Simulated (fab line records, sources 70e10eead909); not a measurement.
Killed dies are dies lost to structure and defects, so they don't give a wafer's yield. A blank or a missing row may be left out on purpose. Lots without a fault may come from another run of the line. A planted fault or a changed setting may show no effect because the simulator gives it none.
fab line records | flow nand_harc
record lots=13 wafers=39 last_day=33
route steps=1302 shown A_STAIRCASE@848 END@1302
lots that met no fault: from a run of the same line without faults
start_h: hours from the record's first day to the start of the lot's first wafer shown | wait_h: hours since the lot's step before | " the same as in the row above | L1.1+2: a row that stands for several wafers | - no value, or no start given | * or withheld: withheld | < > ~ a bound
route shown NAME@n: a module of which the file shows steps, and the number in the route of the first | usual: mean/standard deviation of fault-free wafers | same: alike in all rows | chamber/n: place in a boat | sites: the reading at each site | _std_site: their standard deviation | _edge_site: outer sites' mean less inner sites' | radius_mm: how far each site lies from the wafer's centre | mask NAME#n: copy n | behind: the tool/chamber that last shaped the wafer | hold: why the lot was held/for how many hours/how that ended | device: the transistor (n, p or np) that didn't switch | end of line: the same wafers' tests at the end of the route | a step without rows: its recipe alone | killed: dies lost to structure and defects at the first sort, not the wafer's yield | map: a wafer's dies, x killed, . not, _ none there
set.NAME: the setting as run; set.NAME@STEP: as run at that earlier step | model.NAME: the simulator's own value behind a step, which no gauge read
steps of the route over a sample of lots; a table a step, a row a wafer
services: from which hour (start_h, from the record's first day; less than 0 if before it) a tool's chamber was out of use, for how many hours, and why
## steps
# step NHARC_A_STAIRCASE_ALD_420
# recipe target_thk_a=200 pulse_time_s=6 ald_cycles=200 temp_c=300 material=SiO2
# usual heater_power_w=482/63 precursor_pulse_height_rel=1.000/0.02
# same pulse_time_s=6
# columns lot.wafer tool chamber start_h wait_h heater_power_w precursor_pulse_height_rel
L920.2 ald_hk-03 2 411.64 - 485 1.006
L920.6 " 1 " " 536 1.044
L920.5 " 2 " " 479 0.983
L921.2 ald_hk-03 2 413.95 - 476 0.980
L921.6 " 1 " " 536 1.025
L921.5 " 2 " " 485 1.012
L919.4 ald_hk-01 0 415.71 - 617 0.979
L919.1 " 2 " " 445 0.981
L919.6 " 0 " " 612 1.005
L924.1 ald_hk-01 0 432.22 - 624 1.019
L924.2 " 1 " " 471 1.002
L924.3 " 3 " " 414 1.012
L922.2 ald_hk-01 0 434.60 - 628 1.005
L922.4 " 1 " " 453 1.017
L922.6 " 0 " " 620 1.002
L925.3 ald_hk-01 2 448.78 - 455 0.988
L925.1 " 1 " " 461 0.993
L925.5 " 3 " " 407 1.002
L927.1 ald_hk-02 0 453.39 - 453 1.020
L927.2 " 2 " " 540 0.992
L927.5 " 0 " " 443 0.996
L926.3 ald_hk-01 3 453.40 - 408 1.017
L926.2 " 0 " " 614 1.019
L926.5 " 3 " " 407 1.000
L928.4 ald_hk-02 3 494.95 - 451 0.963
L928.2 " 1 " " 530 0.986
L928.5 " 3 " " 449 0.977
L935.3 ald_hk-01 2 574.99 - 437 1.042
L935.2 " 3 " " 396 1.003
L935.6 " 0 " " 609 0.989
L936.1 ald_hk-01 0 581.87 - 611 1.000
L936.3 " 2 " " 435 1.029
L936.2 " 3 " " 411 0.972
L941.4 ald_hk-02 3 608.76 - 430 0.983
L941.3 " 0 " " 453 0.987
L941.2 " 1 " " 524 1.043
L942.1 ald_hk-03 3 621.24 - 393 0.983
L942.2 " 0 " " 450 0.993
L942.5 " 3 " " 392 1.007
# step NHARC_A_STAIRCASE_DEP_322
# recipe target_thk_a=72000 temp_c=400 target_thk_nm=7200 teos_flow_sccm=200 rf_w=500 material=SiO2
# usual heater_power_w=640/76
# columns lot.wafer tool chamber start_h wait_h heater_power_w
L919.1 pecvd-02 2 429.06 0.2 718
L919.6 " 2 " " 597
L919.4 " 0 " " 669
L920.2 pecvd-04 0 429.06 0.2 623
L920.5 " 2 " " 545
L920.6 " 1 " " 630
L921.2 pecvd-03 1 429.17 0.3 758
L921.5 " 0 " " 467
L921.6 " 1 " " 620
L922.2 pecvd-03 1 450.10 0.1 776
L922.6 " 1 " " 627
L922.4 " 0 " " 459
L924.1 pecvd-02 1 450.66 0.6 778
L924.2 " 2 " " 656
L924.3 " 0 " " 673
L925.3 pecvd-03 0 467.28 0.1 511
L925.1 " 1 " " 745
L925.5 " 1 " " 601
L927.2 pecvd-02 2 467.28 0.1 641
L927.1 " 1 " " 721
L927.5 " 0 " " 644
L926.3 pecvd-04 2 467.41 0.2 571
L926.2 " 0 " " 717
L926.5 " 2 " " 511
L928.2 pecvd-04 2 511.57 0.2 631
L928.5 " 1 " " 607
L928.4 " 2 " " 525
L935.3 pecvd-04 2 594.04 0.1 583
L935.2 " 0 " " 740
L935.6 " 1 " " 607
L936.1 pecvd-03 1 601.19 0.1 633
L936.3 " 2 " " 695
L936.2 " 0 " " 577
L941.3 pecvd-04 0 626.17 0.1 724
L941.2 " 2 " " 628
L941.4 " 0 " " 604
L942.1 pecvd-02 1 637.05 0.1 724
L942.2 " 0 " " 726
L942.5 " 0 " " 620
# step NHARC_A_STAIRCASE_CMP_450
# recipe target_thk_nm=200 material=SiO2
# usual edge_zone_pressure_frac=1.000/0.005 motor_current_A=12.2/1.4 slurry_flow_ml_min=150.0/0.5
# columns lot.wafer tool chamber start_h wait_h edge_zone_pressure_frac motor_current_A slurry_flow_ml_min
L920.2 cmp-02 0 452.45 - 0.991 10.8 150.8
L920.5 " 3 " " 1.011 12.3 150.1
L920.6 " 0 " " 0.997 11.0 149.7
L921.2 cmp-04 3 452.73 - 1.005 13.9 150.0
L921.6 " 3 " " 1.003 13.5 149.5
L921.5 " 0 " " 1.000 10.1 149.8
L919.4 cmp-01 3 453.01 - 0.997 14.0 149.6
L919.1 " 0 " " 0.997 11.3 149.2
L919.6 " 3 " " 1.002 15.3 149.8
L922.2 cmp-02 3 474.71 - 0.991 11.6 150.2
L922.4 " 0 " " 0.999 10.3 150.6
L922.6 " 3 " " 0.998 11.4 150.3
L924.3 cmp-02 1 474.88 - 1.001 13.1 150.2
L924.1 " 2 " " 1.000 11.4 149.7
L924.2 " 0 " " 1.009 10.0 150.2
L926.2 cmp-04 1 489.82 - 1.002 14.1 148.8
L926.3 " 3 " " 0.997 13.8 149.6
L926.5 " 1 " " 0.997 13.0 149.6
L925.1 cmp-04 3 490.73 - 1.008 13.5 149.6
L925.3 " 1 " " 1.000 13.5 149.3
L925.5 " 0 " " 0.994 10.3 149.7
L927.2 cmp-04 0 493.13 - 1.004 10.6 150.7
L927.1 " 2 " " 0.995 12.6 149.7
L927.5 " 0 " " 1.011 10.1 149.9
L928.2 cmp-04 1 532.57 - 0.997 13.2 149.3
L928.4 " 2 " " 1.002 12.9 149.5
L928.5 " 3 " " 0.995 13.9 149.6
L935.3 cmp-04 1 618.25 - - - -
L935.2 " 2 " " - - -
L935.6 " 2 " " - - -
L936.3 cmp-01 1 628.40 - - - -
L936.2 " 2 " " - - -
L936.1 " 3 " " - - -
L941.4 cmp-01 1 649.48 - 1.005 11.5 149.3
L941.3 " 2 " " 0.991 12.0 150.1
L941.2 " 3 " " 1.006 14.9 150.7
L942.1 cmp-04 3 658.44 - 0.999 14.2 149.4
L942.2 " 2 " " 0.998 12.8 149.7
L942.5 " 3 " " 1.006 14.0 149.9
# step NHARC_A_STAIRCASE_CMP_472
# recipe material=SiO2
# usual edge_zone_pressure_frac=1.000/0.005 motor_current_A=12.3/1.3 slurry_flow_ml_min=149.9/0.46
# columns lot.wafer tool chamber start_h wait_h edge_zone_pressure_frac motor_current_A slurry_flow_ml_min
L920.2 cmp-04 3 453.93 0.3 1.002 13.3 150.0
L920.6 " 1 " " 1.002 12.6 149.8
L920.5 " 2 " " 0.997 12.8 149.9
L921.2 cmp-02 2 454.31 0.2 0.997 10.8 150.2
L921.6 " 2 " " 0.995 11.0 149.2
L921.5 " 3 " " 0.993 12.5 149.6
L919.4 cmp-01 3 454.45 0.2 0.991 14.7 150.1
L919.1 " 1 " " 1.005 11.5 149.7
L919.6 " 0 " " 1.009 11.7 149.6
L922.2 cmp-01 2 476.20 0.3 0.994 12.1 150.2
L922.4 " 3 " " 1.010 15.0 149.4
L922.6 " 2 " " 0.999 11.3 149.9
L924.3 cmp-04 3 476.38 0.2 0.998 13.9 150.2
L924.1 " 0 " " 0.999 10.5 149.3
L924.2 " 1 " " 0.998 12.9 149.7
L926.2 cmp-04 0 491.66 0.3 1.005 10.4 149.7
L926.3 " 2 " " 0.996 12.7 151.0
L926.5 " 3 " " 0.996 14.3 150.1
L925.1 cmp-02 1 492.59 0.3 1.006 13.5 148.9
L925.3 " 3 " " 1.003 12.0 149.4
L925.5 " 0 " " 1.005 10.6 149.8
L927.1 cmp-01 3 494.66 0.3 0.994 14.3 150.6
L927.2 " 0 " " 0.994 12.0 150.0
L927.5 " 1 " " 1.003 11.2 149.4
L928.4 cmp-04 2 534.15 0.2 1.000 13.6 149.1
L928.2 " 0 " " 1.000 10.7 149.2
L928.5 " 1 " " 0.999 12.9 149.6
L935.3 cmp-02 2 619.70 0.2 0.999 11.3 150.2
L935.2 " 1 " " 0.990 13.1 149.9
L935.6 " 2 " " 1.004 10.7 150.2
L936.2 cmp-04 3 629.82 0.2 1.005 13.3 150.3
L936.1 " 1 " " 1.009 12.4 150.1
L936.3 " 2 " " 1.006 13.3 150.1
L941.3 cmp-02 3 650.93 0.2 0.994 12.0 150.7
L941.4 " 0 " " 0.993 10.5 150.3
L941.2 " 1 " " 1.001 13.5 150.6
L942.1 cmp-04 2 659.91 0.2 1.008 13.1 149.8
L942.2 " 3 " " 0.999 12.9 149.5
L942.5 " 3 " " 0.990 14.7 150.4
# step NHARC_END_SORT_01
# recipe temp_c=25
# usual killed_at_array=61/24 killed_at_other=1.2/1.3 killed_at_periphery=3.7/2.6 killed_dies=66/23 killed_open=3.3/1.8 killed_short=2.4/1.6
# same gross_dies=677
# columns lot.wafer tool chamber start_h wait_h killed_at_array killed_at_other killed_at_periphery killed_dies killed_open killed_short
L935.2 prober-02 0 750.81 2.8 674 0 3 677 3 0
L935.3 prober-02 0 751.63 3.1 671 1 5 677 4 3
L935.6 prober-02 0 754.08 4.1 671 0 6 677 0 5
L936.1 prober-01 0 761.47 2.5 672 1 4 677 5 1
L936.2 prober-01 0 762.27 2.8 674 0 3 677 4 5
L936.3 prober-01 0 763.07 3.1 672 0 5 677 4 1
# killed by level:class
L935.2 A_STAIRCASE:area_cmp=604 A_CHANNEL_HOLE_D1:chamber_film_flake=32 A_CHANNEL_HOLE_D2:chamber_film_flake=28 A_SLIT:chamber_film_flake=6 P_CONTACT:geometric_particle:open=2 A_BONDPAD:chamber_film_flake=2 A_ONON_D1:geometric_particle:open=1 P_M2:chamber_film_flake=1
L935.3 A_STAIRCASE:area_cmp=594 A_CHANNEL_HOLE_D2:chamber_film_flake=31 A_CHANNEL_HOLE_D1:chamber_film_flake=29 A_SLIT:chamber_film_flake=6 P_M2:chamber_film_flake=2 A_STAIRCASE:chamber_film_flake=2 A_CONTACT:chamber_film_flake=2 P_GATE:geometric_particle:open=1
L935.6 A_STAIRCASE:area_cmp=596 A_CHANNEL_HOLE_D1:chamber_film_flake=32 A_CHANNEL_HOLE_D2:chamber_film_flake=28 A_SLIT:chamber_film_flake=4 P_M2:chamber_film_flake=3 P_STI:chamber_film_flake=2 A_CONTACT:chamber_film_flake=2 A_BONDPAD:chamber_film_flake=2
L936.1 A_STAIRCASE:area_cmp=624 A_SLIT:chamber_film_flake=25 A_CHANNEL_HOLE_D1:chamber_film_flake=11 A_CHANNEL_HOLE_D2:geometric_particle:open=2 P_STI:chamber_film_flake=2 A_DECK1_JOINT:chamber_film_flake=2 A_CONTACT:chamber_film_flake=2 A_ONON_D1:geometric_particle:open=1
L936.2 A_STAIRCASE:area_cmp=618 A_SLIT:chamber_film_flake=28 A_CHANNEL_HOLE_D1:chamber_film_flake=14 A_CONTACT:chamber_film_flake=4 A_DECK1_JOINT:geometric_particle:short=2 A_ONON_D1:geometric_particle:short=1 A_CHANNEL_HOLE_D2:geometric_particle:short=1 A_CHANNEL_HOLE_D2:geometric_particle:open=1
L936.3 A_STAIRCASE:area_cmp=611 A_SLIT:chamber_film_flake=41 A_CHANNEL_HOLE_D1:chamber_film_flake=15 P_M2:chamber_film_flake=2 P_GATE:geometric_particle:open=1 P_M0:geometric_particle:open=1 A_ONON_D1:geometric_particle:open=1 A_DECK1_JOINT:geometric_particle:short=1
## services
# columns tool chamber start_h hours kind
cmp-02 - 390.06 0.6 repair
cmp-01 - 400.91 1.6 repair
cmp-04 - 407.45 4.0 pm
cmp-04 - 436.22 2.1 repair
cmp-02 - 439.69 4.0 pm
cmp-04 - 447.82 0.7 repair
ald_hk-01 - 476.66 10.0 pm
cmp-01 - 479.50 4.0 pm
cmp-02 - 482.28 1.7 repair
cmp-04 - 505.45 4.0 pm
cmp-02 - 510.04 1.9 repair
cmp-04 - 515.74 2.9 repair
cmp-01 - 526.01 2.2 repair
cmp-02 - 537.81 4.0 pm
cmp-04 - 539.49 1.9 repair
cmp-01 - 556.03 4.0 repair
cmp-02 - 563.69 1.4 repair
cmp-02 - 593.19 2.6 repair
cmp-04 - 603.45 4.0 pm
cmp-02 - 635.81 4.0 pm
cmp-02 - 643.49 1.3 repair
cmp-02 - 646.30 0.6 repair
ald_hk-01 - 654.86 10.0 pm
cmp-02 - 657.54 7.5 repair
## key
first_sign step=NHARC_A_STAIRCASE_CMP_450 reading=tool_record direction=missing
effect step=NHARC_END_SORT_01 reading=killed_dies direction=up sigmas=27 usual=66 struck=677
more_kills_born_at NHARC_A_STAIRCASE_CMP_450@cmp-01=1853 NHARC_A_STAIRCASE_CMP_450@cmp-04=1794
met_at NHARC_A_STAIRCASE_CMP_450
struck_lots L935,L936
later_rows_left_out L935.2,L935.3,L935.6,L936.1,L936.2,L936.3
tester_left_out L935,L936
not_acting_at NHARC_A_STAIRCASE_ALD_420,NHARC_A_STAIRCASE_DEP_322,NHARC_A_STAIRCASE_CMP_472
onset_between 532.57 618.25
fault kind=skipped_step_whole tool=cmp-01,cmp-04 chamber=- onset_h=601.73 steps=NHARC_A_STAIRCASE_CMP_450 scope=struck_lots_only
# tester_left_out: of these lots the tester's yield and bins aren't shown, on N5 and GAA mostly nor the transistor test; their killed dies are dies lost to structure and defects alone, not to doping, threshold or leakage, so they don't give the yield
# later_rows_left_out: the simulator's readings of these wafers behind a module that went badly wrong aren't trusted and aren't shown, but for the sort
